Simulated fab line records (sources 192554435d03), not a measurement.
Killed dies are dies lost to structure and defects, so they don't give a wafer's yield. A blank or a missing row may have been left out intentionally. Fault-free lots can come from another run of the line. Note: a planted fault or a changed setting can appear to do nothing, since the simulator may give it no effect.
Chamber matching    flow n5Finfet    pecvd-02 running N5_BEOL_M10_PECVD_70: 3 sister chambers
The step deposits SiO2 from TEOS/O2, target thk 20 nm, time 22.7 s. 3 wafers are shown with their chamber, then 12 later ones without.

== WAFERS, EACH WITH ITS CHAMBER ==
wafer   chamber  showerheadPlenumPTorr (Torr)
L087.3  0        8.86
L087.4  1        8.84
L087.5  2        8.62

== WAFERS WHOSE CHAMBER IS MISSING ==
wafer   showerheadPlenumPTorr (Torr)
L088.3  8.62
L088.5  8.88
L088.6  8.60
L089.1  8.85
L089.2  8.62
L089.3  8.61
L089.4  8.88
L089.5  8.87
L089.6  8.62
L091.3  8.61
L091.4  8.86
L091.5  8.60

== EACH ONE'S CHAMBER ==
wafer   from the rows above      in truth
L088.3  2                        2
L088.5  can't be placed: 0 or 1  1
L088.6  2                        2
L089.1  can't be placed: 0 or 1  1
L089.2  2                        2
L089.3  2                        2
L089.4  can't be placed: 0 or 1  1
L089.5  can't be placed: 0 or 1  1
L089.6  2                        2
L091.3  2                        2
L091.4  can't be placed: 0 or 1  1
L091.5  2                        2
Placed correctly: 7 of 12. From these rows, 5 cannot be placed; in 5 the true chamber is one of the candidates. Placed wrongly: 0.
How it was worked out, from the rows above alone: a wafer's distance from a chamber is the root of the sum, over the readings, of the square of ((its reading less the chamber's mean) divided by the reading's scatter). If the next closest chamber is less than 2 further off than the closest, the wafer can't be placed; otherwise it belongs to the closest. For every chamber, the mean is computed from those of its wafers that are shown. The scatter (one wafer shown for each chamber): square how far every hidden wafer sits from the nearest shown wafer, average those squares and take the square root.
